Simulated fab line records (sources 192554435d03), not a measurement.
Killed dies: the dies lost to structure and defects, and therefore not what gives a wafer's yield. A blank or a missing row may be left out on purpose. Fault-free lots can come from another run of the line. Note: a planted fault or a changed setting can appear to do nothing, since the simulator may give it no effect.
Matching of chambers ; flow n5-finfet ; rie-diel-05 running N5_BEOL_M1_ETCH_63: 4 sister chambers
The step etches SiARC in CF4, target depth 15.6 nm, time 26 s. 8 wafers are shown with their chamber, then 12 later ones without.

== WAFERS WITH THEIR CHAMBER ==
wafer;chamber;drypump-motor-current-A (A);showerhead-plenum-p-Torr (Torr)
L075.2;2;6.0;2.16
L075.5;2;5.9;2.17
L085.6;3;5.8;2.23
L087.3;3;5.8;2.23
L087.4;1;5.8;2.11
L089.4;0;5.0;2.14
L089.5;0;5.0;2.14
L089.6;1;5.9;2.11

== WAFERS WHOSE CHAMBER IS MISSING ==
wafer;drypump-motor-current-A (A);showerhead-plenum-p-Torr (Torr)
L092.1;5.9;2.15
L092.2;5.0;2.14
L092.3;5.9;2.22
L092.4;5.8;2.10
L092.5;5.0;2.14
L092.6;5.8;2.10
L093.1;5.0;2.14
L093.2;5.8;2.22
L093.3;5.8;2.10
L095.1;5.0;2.14
L095.2;6.0;2.15
L095.3;5.8;2.22

== CHAMBER TAKEN BY EACH ==
wafer;from the rows above;in truth
L092.1;2;2
L092.2;0;0
L092.3;3;3
L092.4;1;1
L092.5;0;0
L092.6;1;1
L093.1;0;0
L093.2;3;3
L093.3;1;1
L095.1;0;0
L095.2;2;2
L095.3;3;3
Correct placement for 12 of the 12. Not placeable from these rows: 0. 0 placed wrongly.
How it was worked out, from the rows above alone: a wafer's distance from a chamber is the root of the sum, over the readings, of the square of ((its reading less the chamber's mean) divided by the reading's scatter). If the next closest chamber is less than 2 further off than the closest, the wafer can't be placed; otherwise it belongs to the closest. For every chamber, the mean is computed from those of its wafers that are shown. The scatter: the root of (the sum of the squares of (reading less its chamber's mean) over the shown wafers, divided by (wafers less chambers)).
